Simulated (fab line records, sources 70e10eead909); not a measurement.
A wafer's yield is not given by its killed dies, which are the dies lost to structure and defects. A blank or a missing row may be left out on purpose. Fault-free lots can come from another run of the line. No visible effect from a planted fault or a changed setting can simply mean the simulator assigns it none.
Chamber matching    flow nandHarc    rieSi-05 running NHARC_A_WL_FILL_ETCHBACK_26: 4 sister chambers
The step etches the open film in HBr, target depth 52 nm, time 13.3 s. 8 wafers are shown with their chamber, then 8 later ones without.

EACH WAFER AND ITS CHAMBER
wafer   chamber  drypumpMotorCurrentA (A)  oesProductAu (a.u.)
L081.1  1        5.1                       1.010
L081.4  2        5.9                       0.996
L081.6  2        5.9                       0.994
L082.6  0        5.0                       1.008
L085.1  3        5.7                       0.998
L085.4  0        5.0                       1.003
L085.5  3        5.8                       0.997
L089.4  1        5.1                       1.007

WAFERS WITHOUT THEIR CHAMBER
wafer   drypumpMotorCurrentA (A)  oesProductAu (a.u.)
L089.5  5.0                       1.000
L089.6  5.1                       1.009
L090.1  5.0                       1.021
L090.4  5.9                       0.996
L090.6  5.1                       0.997
L096.2  5.8                       0.984
L096.3  5.8                       1.015
L096.6  5.0                       1.005

THE CHAMBER EACH PASSED THROUGH
wafer   from the rows above      in truth
L089.5  0                        0
L089.6  1                        1
L090.1  can't be placed: 1 or 0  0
L090.4  2                        2
L090.6  can't be placed: 0 or 1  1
L096.2  can't be placed: 2 or 3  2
L096.3  can't be placed: 3 or 2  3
L096.6  0                        0
Correct placement for 4 of the 8. From these rows, 4 cannot be placed; in 4 the true chamber is one of the candidates. Number placed wrongly: 0.
How it was worked out, from the rows above alone: a wafer's distance from a chamber is the root of the sum, over the readings, of the square of ((its reading less the chamber's mean) divided by the reading's scatter). The wafer belongs to the nearest chamber; if the next one is less than 2 further off, it can't be placed. The mean given for a chamber averages the wafers shown for that chamber. The scatter: take each reading less its chamber's mean, square it, sum over the shown wafers, divide by the number of wafers less the number of chambers, and take the root.
